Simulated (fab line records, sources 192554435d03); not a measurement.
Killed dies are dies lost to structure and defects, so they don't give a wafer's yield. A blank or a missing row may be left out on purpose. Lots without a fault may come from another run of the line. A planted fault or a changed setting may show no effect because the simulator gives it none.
One fault seen from 2 desks | flow n5_finfet | each desk has only its own numbers; what lay behind them comes last

THE TOOL OWNER'S DESK: rie_diel-03
The tool's own readings at N5_BEOL_M9_TRENCH_ETCH_37 (etches SiCOH lowk in C4F6/O2, target depth 151.43 nm, time 49 s): means of the sampled wafers that have a number, for each lot that ran on this tool. A lot is out of limits, marked OUT, if its mean lies more than 4 standard deviations from the usual mean; the brackets give that distance. Of its 8 readings 7 are shown: those that lie furthest out on some lot.
Columns: A = bias_w at N5_BEOL_M9_TRENCH_ETCH_37, usual 185.0 W; B = drypump_motor_current_A at N5_BEOL_M9_TRENCH_ETCH_37, usual 5.6 A; C = oes_ar_750_au at N5_BEOL_M9_TRENCH_ETCH_37, usual 0.76 a.u.; D = rf_vpp_V at N5_BEOL_M9_TRENCH_ETCH_37, usual 663 V; E = run_length_s at N5_BEOL_M9_TRENCH_ETCH_37, usual 72.3 s; F = showerhead_plenum_p_Torr at N5_BEOL_M9_TRENCH_ETCH_37, usual 2.83 Torr; G = throttle_valve_pct at N5_BEOL_M9_TRENCH_ETCH_37, usual 21.06 %
lot  | first seen here | A     | B   | C    | D   | E    | F    | G
L837 | day 9 12:21     | 184.9 | 5.3 | 0.74 | 665 | 72.6 | 2.96 | 21.23
L842 | day 11 01:41    | 185.1 | 5.5 | 0.73 | 659 | 72.4 | 2.88 | 21.26
L849 | day 12 07:52    | 185.5 | 5.6 | 0.73 | 652 | 72.0 | 2.77 | 21.29
L850 | day 12 20:25    | 184.8 | 5.5 | 0.72 | 665 | 72.3 | 2.90 | 21.25
L851 | day 13 11:16    | 185.2 | 5.4 | 0.73 | 654 | 73.1 | 2.84 | 21.29
L855 | day 14 08:26    | 185.3 | 5.5 | 0.70 | 666 | 73.2 | 2.95 | 21.27
L858 | day 14 20:47    | 185.6 | 5.8 | 0.70 | 666 | 73.4 | 2.88 | 21.27
This desk's finding: nothing out of limits on any of the 7 lots.

THE METROLOGY DESK
What the gauges read, lot by lot, whatever tool the lot ran on: means of the sampled wafers that have a number. A lot is out of limits, marked OUT, if its mean lies more than 4 standard deviations from the usual mean; the brackets give that distance.
Columns: A = cd_nm at N5_BEOL_M9_CD_MEAS_18, usual 70.0 nm
lot  | first seen here | A
L837 | day 9 10:26     | 70.0
L839 | day 10 03:10    | 70.1
L841 | day 10 14:16    | 70.1
L843 | day 10 21:20    | 68.8
L842 | day 11 00:47    | 69.8
L845 | day 11 04:43    | 70.4
L846 | day 11 21:23    | 69.8
L849 | day 12 06:49    | 69.8
L848 | day 12 10:17    | 69.9
L850 | day 12 19:43    | 70.3
L851 | day 13 09:14    | 69.7
L855 | day 14 05:41    | 70.6
L858 | day 14 18:59    | 70.0
This desk's finding: nothing out of limits on any of the 13 lots.

PUT TOGETHER
The tool owner's desk saw nothing out of limits.
The metrology desk saw nothing out of limits.

WHAT THE SIMULATOR HAD PUT IN
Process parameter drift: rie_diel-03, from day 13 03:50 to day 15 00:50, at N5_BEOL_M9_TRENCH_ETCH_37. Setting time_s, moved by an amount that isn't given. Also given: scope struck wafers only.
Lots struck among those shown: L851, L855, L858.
